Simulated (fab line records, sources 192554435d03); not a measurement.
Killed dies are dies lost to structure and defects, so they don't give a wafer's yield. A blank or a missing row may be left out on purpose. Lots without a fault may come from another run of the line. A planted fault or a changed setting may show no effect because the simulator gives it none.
One fault seen from 2 desks | flow n5_finfet | each desk has only its own numbers; what lay behind them comes last

THE TOOL OWNER'S DESK: litho_track-03
The tool's own readings at N5_BEOL_M1_COAT_67 (time 60 s, resist thk 60 nm): means of the sampled wafers that have a number, for each lot that ran on this tool. A lot is out of limits, marked OUT, if its mean lies more than 4 standard deviations from the usual mean; the brackets give that distance.
Columns: A = heater_power_total_W at N5_BEOL_M1_COAT_67, usual 500.3 W; B = spin_speed_rpm at N5_BEOL_M1_COAT_67, usual 1500.2 rpm
lot  | first seen here | A     | B
L306 | day 6 10:29     | 499.5 | 1500.2
L318 | day 9 19:15     | 501.4 | 1538.2 (+35) OUT
L323 | day 10 22:59    | 498.0 | 1537.3 (+34) OUT
This desk's finding: out of limits on L318, L323; first on L318, day 9 19:15 (spin_speed_rpm at N5_BEOL_M1_COAT_67). In limits: L306.

THE METROLOGY DESK
What the gauges read, lot by lot, whatever tool the lot ran on: means of the sampled wafers that have a number. A lot is out of limits, marked OUT, if its mean lies more than 4 standard deviations from the usual mean; the brackets give that distance. Of its 10 readings 7 are shown: those that lie furthest out on some lot.
Columns: A = DIBL_N at N5_BEOL_M4_RC_MEAS_101, usual 36.2 mV/V; B = DIBL_P at N5_BEOL_M4_RC_MEAS_101, usual 36.3 mV/V; C = IOFF_P at N5_BEOL_M4_RC_MEAS_101, usual 0.210 nA/um; D = ION_N at N5_BEOL_M4_RC_MEAS_101, usual 677 uA/um; E = ION_P at N5_BEOL_M4_RC_MEAS_101, usual 465 uA/um; F = VT_N at N5_BEOL_M4_RC_MEAS_101, usual 249.9 mV; G = VT_P at N5_BEOL_M4_RC_MEAS_101, usual -250 mV
lot  | first seen here | A    | B    | C     | D   | E   | F     | G
L306 | day 7 20:25     | 35.9 | 36.3 | 0.230 | 687 | 473 | 246.3 | -247
L318 | day 12 09:50    | 35.9 | 37.6 | 0.231 | 683 | 468 | 251.1 | -248
L323 | day 12 21:04    | 35.0 | 35.4 | 0.206 | 676 | 465 | 248.9 | -249
L321 | day 13 04:32    | 37.5 | 36.2 | 0.178 | 678 | 457 | 250.6 | -255
This desk's finding: nothing out of limits on any of the 4 lots.

PUT TOGETHER
The tool owner's desk could have raised an alarm at day 9 19:15, on L318, L323.
The metrology desk saw nothing out of limits.
The metrology desk has L318, L323 on record, within its limits.
Of the lots named, all ran N5_BEOL_M1_COAT_67 on litho_track-03.

WHAT THE SIMULATOR HAD PUT IN
Process parameter drift: litho_track-03, from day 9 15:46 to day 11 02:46, at N5_BEOL_M1_COAT_67. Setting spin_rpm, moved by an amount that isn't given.
Lots struck among those shown: L318, L323.
Hours from the fault's start to each desk's first reading out of limits: the tool owner's desk, 3.
